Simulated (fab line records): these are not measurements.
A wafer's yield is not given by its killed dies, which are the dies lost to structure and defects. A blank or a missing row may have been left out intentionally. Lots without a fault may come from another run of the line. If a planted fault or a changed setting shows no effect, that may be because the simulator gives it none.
fab line records	flow n5-finfet	part 1 of 2: steps 1 to 4 of 6
[record] lots = 23	wafers = 69	last-day = 18
route steps=1938 shown BEOL_M4@1097 BEOL_M5@1129
lots with no fault: from the same line, run without faults
start-h: hours from the record's first day to the start of the lot's first wafer shown	wait-h: time in hours since the lot's previous step	" repeats the value in the row above	L1.1+2: a single row standing in for several wafers	- no value present, or no start provided	* or withheld: withheld	< > ~ a bound
route shown NAME@n: NAME is a module with steps in the file, n the number in the route of the first one	usual: mean and standard deviation over wafers with no fault	same: alike in all rows	chamber/n: place in a boat	sites: each site's reading	_std_site: their standard deviation	_edge_site: mean of outer sites minus mean of inner sites	radius-mm: how far each site lies from the wafer's centre	mask NAME#n: copy n	behind: the most recent tool/chamber to have shaped the wafer	hold: why the lot was held/for how many hours/how that ended	device: names the non-switching transistor (n, p or np)	end of line: the route-end tests of the same wafers	a step without rows: its recipe alone	killed: count of dies lost to structure and defects at first sort (not the wafer's yield)	map: per-die view of a wafer (x killed, . not killed, _ where there is no die)
set.NAME: the run value of the setting; set.NAME@STEP: its run value at that earlier step	model.NAME: the simulator's own value behind a step, which no gauge read
route steps across a sampled set of lots; one table per step, one row per wafer
services: a tool's chamber out of use, with start hour (start-h, from the record's first day; less than 0 if before it), hours out, and reason
[[steps]]
[step N5_BEOL_M4_ANNEAL_93]
[recipe] temp-c = 400	time-s = 240	ambient = vacuum
[usual] heater-power-w = 831/61
[same] time-s = 240
lot.wafer	tool	chamber	start-h	wait-h	heater-power-w
L074.2	pvd-sputter-03	-	161.97	0.0	864
L074.3	"	-	"	"	987
L074.4	"	-	"	"	778
L076.1	pvd-sputter-03	-	164.13	0.0	853
L076.2	"	-	"	"	780
L076.4	"	-	"	"	961
L075.3	pvd-sputter-02	-	179.71	0.0	899
L075.4	"	-	"	"	767
L075.5	"	-	"	"	802
L077.1	pvd-sputter-01	-	179.75	0.0	789
L077.4	"	-	"	"	892
L077.6	"	-	"	"	794
L078.3	pvd-sputter-01	-	182.69	0.0	804
L078.5	"	-	"	"	808
L078.6	"	-	"	"	778
L079.1	pvd-sputter-01	-	197.52	0.0	897
L079.2	"	-	"	"	782
L079.6	"	-	"	"	866
L081.2	pvd-sputter-01	-	204.25	0.0	846
L081.4	"	-	"	"	796
L081.5	"	-	"	"	850
L082.4	pvd-sputter-01	-	210.00	0.0	795
L082.5	"	-	"	"	792
L082.6	"	-	"	"	774
L080.1	pvd-sputter-01	-	212.34	0.0	791
L080.2	"	-	"	"	799
L080.4	"	-	"	"	887
L084.3	pvd-sputter-02	-	219.73	0.0	887
L084.5	"	-	"	"	836
L084.6	"	-	"	"	779
L085.1	pvd-sputter-01	-	237.28	0.0	800
L085.3	"	-	"	"	847
L085.5	"	-	"	"	759
L086.1	pvd-sputter-01	-	249.58	0.0	887
L086.2	"	-	"	"	774
L086.3	"	-	"	"	832
L087.1	pvd-sputter-01	-	254.64	0.0	805
L087.3	"	-	"	"	764
L087.4	"	-	"	"	881
L088.1	pvd-sputter-03	-	257.55	0.0	986
L088.4	"	-	"	"	853
L088.5	"	-	"	"	778
L090.3	pvd-sputter-03	-	263.95	0.0	1019
L090.4	"	-	"	"	860
L090.6	"	-	"	"	866
L091.2	pvd-sputter-03	-	271.73	0.7	970
L091.3	"	-	"	"	831
L091.6	"	-	"	"	843
L089.3	pvd-sputter-02	-	275.53	0.0	773
L089.5	"	-	"	"	760
L089.6	"	-	"	"	844
L092.2	pvd-sputter-01	-	278.88	0.0	884
L092.3	"	-	"	"	772
L092.4	"	-	"	"	793
L094.1	pvd-sputter-03	-	281.09	0.0	775
L094.2	"	-	"	"	798
L094.4	"	-	"	"	992
L093.1	pvd-sputter-02	-	283.10	0.0	813
L093.2	"	-	"	"	796
L093.4	"	-	"	"	907
L095.2	pvd-sputter-03	-	286.31	0.0	833
L095.3	"	-	"	"	972
L095.4	"	-	"	"	771
L096.3	pvd-sputter-03	-	307.31	0.0	822
L096.5	"	-	"	"	748
L096.6	"	-	"	"	876
L097.1	pvd-sputter-02	-	310.26	0.0	751
L097.4	"	-	"	"	792
L097.5	"	-	"	"	772
[step N5_BEOL_M4_SPUTTER_96]
[recipe] material = Cu	target-thk-a = 45	temp-c = -20	chamber-pressure-pa = 0.07	power-w = withheld	time-s = 8.29
[usual] chuck-gas-flow-sccm = 1.27/0.054	throttle-valve-pct = 29.3/1.1
[same] time-s = 8.29
lot.wafer	tool	chamber	start-h	wait-h	chuck-gas-flow-sccm	throttle-valve-pct
L074.2	pvd-sputter-03	-	162.33	0.1	1.22	28.8
L074.3	"	-	"	"	1.34	30.9
L074.4	"	-	"	"	1.25	28.7
L076.1	pvd-sputter-03	-	164.49	0.1	1.31	29.0
L076.2	"	-	"	"	1.35	28.7
L076.4	"	-	"	"	1.28	30.9
L075.3	pvd-sputter-02	-	180.07	0.1	1.21	29.6
L075.4	"	-	"	"	1.19	31.0
L075.5	"	-	"	"	1.19	30.4
L077.1	pvd-sputter-01	-	180.11	0.1	1.22	27.9
L077.4	"	-	"	"	1.31	30.4
L077.6	"	-	"	"	1.27	27.6
L078.3	pvd-sputter-01	-	183.05	0.1	1.24	29.1
L078.5	"	-	"	"	1.31	29.1
L078.6	"	-	"	"	1.25	27.7
L079.1	pvd-sputter-01	-	197.88	0.1	1.35	30.4
L079.2	"	-	"	"	1.33	27.9
L079.6	"	-	"	"	1.28	30.6
L081.2	pvd-sputter-01	-	204.61	0.1	1.26	30.6
L081.4	"	-	"	"	1.34	27.6
L081.5	"	-	"	"	1.30	27.5
L082.4	pvd-sputter-01	-	210.36	0.1	1.21	27.8
L082.5	"	-	"	"	1.25	29.3
L082.6	"	-	"	"	1.21	27.8
L080.1	pvd-sputter-01	-	212.70	0.1	1.29	27.7
L080.2	"	-	"	"	1.21	29.1
L080.4	"	-	"	"	1.27	30.5
L084.3	pvd-sputter-02	-	220.09	0.1	1.28	29.2
L084.5	"	-	"	"	1.29	30.0
L084.6	"	-	"	"	1.26	30.4
L085.1	pvd-sputter-01	-	237.64	0.1	1.15	29.1
L085.3	"	-	"	"	1.28	27.8
L085.5	"	-	"	"	1.30	27.8
L086.1	pvd-sputter-01	-	249.94	0.1	1.26	30.6
L086.2	"	-	"	"	1.30	27.6
L086.3	"	-	"	"	1.27	28.0
L087.1	pvd-sputter-01	-	255.00	0.1	1.21	29.1
L087.3	"	-	"	"	1.28	27.7
L087.4	"	-	"	"	1.29	30.7
L088.1	pvd-sputter-03	-	257.91	0.1	1.18	30.6
L088.4	"	-	"	"	1.17	28.8
L088.5	"	-	"	"	1.25	28.5
L090.3	pvd-sputter-03	-	264.31	0.1	1.24	31.1
L090.4	"	-	"	"	1.17	29.1
L090.6	"	-	"	"	1.36	28.9
L091.2	pvd-sputter-03	-	272.09	0.1	1.28	31.0
L091.3	"	-	"	"	1.29	28.9
L091.6	"	-	"	"	1.28	28.8
L089.3	pvd-sputter-02	-	275.89	0.1	1.39	31.2
L089.5	"	-	"	"	1.32	31.2
L089.6	"	-	"	"	1.28	30.2
L092.2	pvd-sputter-01	-	279.24	0.1	1.25	30.8
L092.3	"	-	"	"	1.22	27.6
L092.4	"	-	"	"	1.21	28.8
L094.1	pvd-sputter-03	-	281.45	0.1	1.29	28.7
L094.2	"	-	"	"	1.28	28.4
L094.4	"	-	"	"	1.30	31.1
L093.1	pvd-sputter-02	-	283.46	0.1	1.26	30.1
L093.2	"	-	"	"	1.19	31.1
L093.4	"	-	"	"	1.29	29.2
L095.2	pvd-sputter-03	-	286.67	0.1	1.28	28.6
L095.3	"	-	"	"	1.31	30.8
L095.4	"	-	"	"	1.32	28.7
L096.3	pvd-sputter-03	-	307.67	0.1	1.24	28.5
L096.5	"	-	"	"	1.19	28.8
L096.6	"	-	"	"	1.20	28.8
L097.1	pvd-sputter-02	-	310.62	0.1	1.34	31.1
L097.4	"	-	"	"	1.35	30.3
L097.5	"	-	"	"	1.26	30.3
[step N5_BEOL_M4_DEP_57]
[recipe] material = SiCN	target-thk-a = 80	temp-c = withheld	precursor = 3MS/NH3	pressure-torr = 3	rf-w = 202	time-s = 14
[usual] showerhead-plenum-p-Torr = 3.670/0.016	throttle-valve-pct = 9.06/0.28
[same] time-s = 14
lot.wafer	tool	chamber	start-h	wait-h	showerhead-plenum-p-Torr	throttle-valve-pct
L074.2	pecvd-04	0	163.38	0.0	3.671	8.89
L074.3	"	1	"	"	3.659	9.06
L074.4	"	0	"	"	3.676	8.81
L076.1	pecvd-04	2	165.48	0.0	3.669	8.88
L076.2	"	1	"	"	3.666	9.01
L076.4	"	0	"	"	3.668	9.02
L075.3	pecvd-04	2	182.98	0.0	3.664	8.91
L075.4	"	2	"	"	3.656	8.97
L075.5	"	0	"	"	3.682	8.62
L077.1	pecvd-01	2	183.32	0.0	3.671	8.37
L077.4	"	2	"	"	3.655	8.77
L077.6	"	0	"	"	3.681	8.85
L078.3	pecvd-04	0	188.22	0.0	3.672	8.94
L078.5	"	1	"	"	3.680	9.05
L078.6	"	0	"	"	3.668	8.78
L079.1	pecvd-01	0	200.39	0.0	3.681	8.91
L079.2	"	1	"	"	3.657	9.62
L079.6	"	0	"	"	3.686	8.64
L081.2	pecvd-03	1	208.93	0.0	3.666	9.39
L081.4	"	1	"	"	3.683	9.05
L081.5	"	0	"	"	3.694	9.17
L082.4	pecvd-01	1	213.49	0.0	3.663	9.77
L082.5	"	0	"	"	3.680	9.11
L082.6	"	2	"	"	3.659	8.86
L080.1	pecvd-03	0	216.70	0.0	3.693	9.24
L080.2	"	1	"	"	3.678	8.94
L080.4	"	0	"	"	3.691	9.01
L084.3	pecvd-01	0	222.00	0.0	3.682	8.99
L084.5	"	1	"	"	3.656	9.73
L084.6	"	2	"	"	3.662	8.42
L085.1	pecvd-03	0	238.63	0.0	3.701	9.41
L085.3	"	1	"	"	3.672	8.91
L085.5	"	1	"	"	3.676	9.35
L086.1	pecvd-03	2	250.92	0.0	3.639	8.97
L086.2	"	0	"	"	3.692	9.21
L086.3	"	1	"	"	3.672	9.15
L087.1	pecvd-03	0	256.28	0.0	3.691	9.33
L087.3	"	2	"	"	3.634	8.82
L087.4	"	0	"	"	3.693	9.44
L088.1	pecvd-03	2	259.74	0.0	3.634	8.84
L088.4	"	2	"	"	3.640	8.75
L088.5	"	1	"	"	3.672	9.23
L090.3	pecvd-04	1	265.38	0.0	3.674	8.90
L090.4	"	0	"	"	3.683	8.82
L090.6	"	1	"	"	3.671	8.93
L091.2	pecvd-01	0	273.23	0.0	3.689	8.75
L091.3	"	1	"	"	3.662	9.56
L091.6	"	0	"	"	3.675	8.96
L089.3	pecvd-01	1	276.93	0.0	3.666	9.56
L089.5	"	0	"	"	3.679	9.12
L089.6	"	1	"	"	3.650	9.49
L092.2	pecvd-04	2	280.24	0.0	3.662	9.11
L092.3	"	0	"	"	3.671	9.12
L092.4	"	1	"	"	3.663	8.95
L094.1	pecvd-03	2	282.44	0.0	3.641	8.83
L094.2	"	1	"	"	3.669	9.22
L094.4	"	1	"	"	3.668	9.07
L093.1	pecvd-03	2	284.79	0.0	3.640	8.29
L093.2	"	0	"	"	3.689	9.16
L093.4	"	0	"	"	3.694	9.23
L095.2	pecvd-03	2	287.67	0.0	3.645	8.79
L095.3	"	0	"	"	3.695	9.26
L095.4	"	1	"	"	3.675	9.34
L096.3	pecvd-03	2	308.73	0.0	3.641	8.84
L096.5	"	2	"	"	3.635	9.11
L096.6	"	1	"	"	3.671	9.25
L097.1	pecvd-04	2	311.63	0.0	3.649	9.20
L097.4	"	2	"	"	3.668	9.03
L097.5	"	1	"	"	3.674	8.86
[step N5_BEOL_M5_DESCUM_16]
[recipe] chemistry = O2	time-s = 7	source-power-w = 50	bias-power-w = 20	pressure-mtorr = 20	rf-frequency-hz = 2.712e+07	temp-c = 40	resist = CAR-EUV	o2-flow-sccm = 225
[usual] drypump-motor-current-A = 5.8/0.44	oes-product-au = 0.80/0.089	rf-vpp-V = 242.4/0.95	showerhead-plenum-p-Torr = 2.05/0.054	throttle-valve-pct = 20.51/0.25
[same] time-s = 7
lot.wafer	tool	chamber	start-h	wait-h	drypump-motor-current-A	oes-product-au	rf-hours-counter-h	rf-vpp-V	showerhead-plenum-p-Torr	throttle-valve-pct
L074.2	rie-diel-01	0	165.97	0.0	6.1	0.94	13	242.2	2.07	20.48
L074.3	"	2	"	"	6.0	0.96	4	241.2	2.07	20.56
L074.4	"	0	"	"	6.1	0.95	-	242.2	2.07	20.46
L076.1	rie-diel-01	0	168.62	0.0	6.1	0.94	14	241.8	2.07	20.47
L076.2	"	1	"	"	5.9	0.87	61	241.8	2.01	20.06
L076.4	"	2	"	"	6.1	0.95	-	241.5	2.07	20.54
L075.3	rie-diel-01	3	186.73	0.0	6.7	0.74	156	243.6	2.10	20.50
L075.4	"	1	"	"	5.8	0.87	66	242.5	2.01	20.07
L075.5	"	1	"	"	5.8	0.87	-	241.2	2.01	20.07
L077.1	rie-diel-06	3	186.89	0.0	5.0	0.74	174	240.6	1.98	20.43
L077.4	"	1	"	"	5.3	0.71	209	240.9	1.97	20.15
L077.6	"	3	"	"	5.0	0.74	-	241.9	1.98	20.42
L078.3	rie-diel-03	3	191.09	0.0	5.0	0.71	211	242.2	1.97	20.43
L078.5	"	2	"	"	5.6	0.72	-	243.1	2.08	20.87
L078.6	"	3	"	"	5.0	0.71	-	241.8	1.97	20.44
L079.1	rie-diel-06	0	202.91	0.0	6.2	0.86	54	241.7	2.03	20.09
L079.2	"	2	"	"	5.8	0.73	184	242.0	2.10	20.84
L079.6	"	3	"	"	5.0	0.74	-	243.5	1.98	20.41
L081.2	rie-diel-03	3	212.24	0.2	5.0	0.70	218	241.9	1.97	20.43
L081.4	"	2	"	"	5.6	0.71	199	243.0	2.08	20.87
L081.5	"	1	"	"	5.7	0.67	-	242.3	2.04	20.85
L082.4	rie-diel-06	0	217.27	0.0	6.2	0.86	59	241.4	2.03	20.10
L082.5	"	3	"	"	5.0	0.74	-	242.4	1.98	20.43
L082.6	"	2	"	"	5.8	0.74	-	243.3	2.10	20.83
L080.1	rie-diel-06	3	220.92	0.0	5.0	0.74	182	240.9	1.98	20.44
L080.2	"	0	"	"	6.2	0.84	60	242.3	2.03	20.10
L080.4	"	0	"	"	6.2	0.85	-	242.4	2.03	20.10
L084.3	rie-diel-03	1	226.87	1.0	5.7	0.67	246	241.7	2.04	20.88
L084.5	"	2	"	"	5.6	0.70	-	242.7	2.08	20.90
L084.6	"	0	"	"	6.0	0.89	-	243.1	2.16	20.65
L085.1	rie-diel-01	2	241.95	0.0	6.1	0.89	29	242.5	2.06	20.59
L085.3	"	0	"	"	6.1	0.88	36	241.5	2.07	20.51
L085.5	"	2	"	"	6.0	0.88	-	241.3	2.06	20.57
L086.1	rie-diel-06	2	256.06	0.4	5.8	0.73	197	243.6	2.09	20.84
L086.2	"	3	"	"	5.0	0.73	197	240.7	1.98	20.47
L086.3	"	0	"	"	6.2	0.82	74	242.3	2.03	20.13
L087.1	rie-diel-01	1	259.60	0.7	5.9	0.84	91	240.7	2.00	20.12
L087.3	"	3	"	"	6.7	0.72	181	242.4	2.09	20.53
L087.4	"	2	"	"	6.0	0.86	36	242.4	2.06	20.60
L088.1	rie-diel-01	3	262.92	0.0	6.7	0.72	182	243.0	2.09	20.54
L088.4	"	1	"	"	5.9	0.83	92	242.2	2.00	20.11
L088.5	"	3	"	"	6.7	0.71	-	242.3	2.09	20.53
L090.3	rie-diel-06	1	268.63	0.0	5.3	0.70	234	241.6	1.96	20.17
L090.4	"	3	"	"	5.0	0.73	202	243.3	1.97	20.47
L090.6	"	2	"	"	5.8	0.73	-	242.4	2.09	20.86
L091.2	rie-diel-03	1	276.35	0.0	5.7	0.94	3	242.0	2.04	20.54
L091.3	"	3	"	"	5.0	0.69	232	241.6	1.97	20.49
L091.6	"	3	"	"	5.0	0.70	-	241.2	1.97	20.48
L089.3	rie-diel-01	3	280.45	0.5	6.7	0.71	189	242.8	2.09	20.54
L089.5	"	1	"	"	5.9	0.83	-	242.4	2.00	20.10
L089.6	"	0	"	"	6.1	0.86	-	242.2	2.06	20.54
L092.2	rie-diel-03	2	287.10	3.7	5.6	0.69	217	243.0	2.07	20.89
L092.3	"	0	"	"	6.0	0.86	56	243.2	2.15	20.70
L092.4	"	3	"	"	5.0	0.69	233	242.9	1.97	20.47
L094.1	rie-diel-03	0	288.03	3.2	6.0	0.87	56	242.8	2.15	20.67
L094.2	"	2	"	"	5.6	0.70	218	242.4	2.07	20.88
L094.4	"	3	"	"	5.0	0.70	233	242.4	1.97	20.48
L093.1	rie-diel-03	2	289.71	2.5	5.6	0.70	218	243.0	2.07	20.91
L093.2	"	1	"	"	5.7	0.93	6	243.2	2.04	20.55
L093.4	"	0	"	"	6.0	0.87	57	242.8	2.15	20.67
L095.2	rie-diel-01	0	291.86	2.0	6.1	0.85	55	242.4	2.06	20.53
L095.3	"	3	"	"	6.7	0.71	195	241.5	2.09	20.55
L095.4	"	2	"	"	6.1	0.85	50	242.6	2.05	20.61
L096.3	rie-diel-03	3	311.62	0.1	5.0	0.69	242	243.3	1.96	20.47
L096.5	"	1	"	"	5.6	0.90	-	242.9	2.03	20.55
L096.6	"	0	"	"	6.0	0.86	-	244.7	2.15	20.69
L097.1	rie-diel-03	2	314.45	0.0	5.6	0.69	226	241.7	2.07	20.90
L097.4	"	0	"	"	6.0	0.86	66	242.3	2.15	20.70
L097.5	"	0	"	"	6.0	0.85	-	243.9	2.15	20.70
